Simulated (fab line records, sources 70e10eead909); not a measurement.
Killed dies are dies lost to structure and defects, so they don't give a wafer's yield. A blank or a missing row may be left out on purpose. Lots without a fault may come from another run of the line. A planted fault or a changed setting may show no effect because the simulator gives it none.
A struck lot beside a sound one | flow nand_harc | 14 steps out of a route of 1159
Sound: wafers L650.2, L650.4, L650.5. Struck: wafers L645.3, L645.5. (L645.1 of the same lot was not struck and is left out.) The cause comes at the end.
At each step with rows: each side's tool, then ch and its chambers, then its first start. Under that, the readings that differ: sound wafers | struck wafers | difference of the means | sigmas: that difference in standard deviations of wafers without a fault.
alike: readings whose means differ by less than 2 such deviations, and words and numbers that are the same on both sides. not compared: withheld readings, readings that some wafer has no value for, bounds like >300 that may hide the same value, and numbers for which the record gives no deviation and whose values overlap.
The two part at a step that has a row with sigmas, a row that says differs or no value, or rows on one side only. Numbers that don't overlap but have no deviation are shown without sigmas and don't part them. A reading that every wafer of one side lacks parts them only if that side has two wafers or more.

first, 6 steps without rows for these wafers: NHARC_P_CONTACT_COAT_06 (resist thk 90 nm); NHARC_P_CONTACT_SOFTBAKE_07 (time 55 s); NHARC_P_CONTACT_EBR_08; NHARC_P_CONTACT_EXPOSE_09 (exposes mask P CA, target cd 90 nm); NHARC_P_CONTACT_PEB_10 (peb time 65 s); NHARC_P_CONTACT_DEVELOP_11 (develop time 35 s).
NHARC_P_CONTACT_CD_MEAS_12: target cd 90 nm.
  sound on cd_sem-01 ch 0, day 10 14:07; struck on cd_sem-01 ch 0, day 9 11:44
  alike: cd_nm
NHARC_P_CONTACT_OVL_MEAS_13:
  sound on overlay-02, day 10 14:12; struck on overlay-02, day 9 11:50
  alike: overlay_x_nm, overlay_y_nm
NHARC_P_CONTACT_INSPECT_14:
  sound on defect_inspect-02, day 10 14:15; struck on defect_inspect-01, day 9 11:52
  alike: raw_defect_count
NHARC_P_CONTACT_DESCUM_17: chemistry O2, time 3 s.
  sound on rie_diel-12 ch 0,3, day 10 14:19; struck on rie_diel-04 ch 1,2, day 9 11:56
  alike: drypump_motor_current_A, oes_product_au, rf_vpp_V, showerhead_plenum_p_Torr, throttle_valve_pct
  not compared: rf_hours_counter_h
NHARC_P_CONTACT_ETCH_35: etches the open film in CF4, target depth 39 nm, time 65 s.
  sound on rie_diel-12 ch 0,1,3, day 10 14:28; struck on rie_diel-04 ch 1,2, day 9 12:01
  alike: drypump_motor_current_A, oes_product_au, rf_vpp_V, run_length_s, showerhead_plenum_p_Torr, throttle_valve_pct
  not compared: rf_hours_counter_h
NHARC_P_CONTACT_ETCH_36: etches the open film in N2/H2, target depth 260 nm, time 406.25 s.
  sound on rie_diel-12 ch 0,3; struck on rie_diel-04 ch 2,3
  alike: drypump_motor_current_A, oes_product_au, rf_vpp_V, run_length_s, showerhead_plenum_p_Torr, throttle_valve_pct
  not compared: rf_hours_counter_h
NHARC_P_CONTACT_ETCH_18: etches the open film in C4F8/O2/Ar, target depth 481 nm, time 240.5 s.
  sound on rie_diel-12 ch 0,1,3, day 10 14:56; struck on rie_diel-04 ch 1, day 9 12:28
  reading          | sound             | struck      | difference | sigmas
  run_length_s (s) | 261.4 261.5 262.0 | 204.4 204.9 | -57.0      | -99 or more
  alike: oes_product_au, rf_vpp_V
  not compared: rf_hours_counter_h
then, 1 step without rows for these wafers: NHARC_P_CONTACT_STRIP_37 (strips in C4F8/O2/Ar).

WHERE THEY PART
Only at NHARC_P_CONTACT_ETCH_18, within this record.

WHY: what the simulator had put in
Process parameter drift: rie_diel-04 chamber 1, from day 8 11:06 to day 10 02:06, at NHARC_P_CONTACT_ETCH_18. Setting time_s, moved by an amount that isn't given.
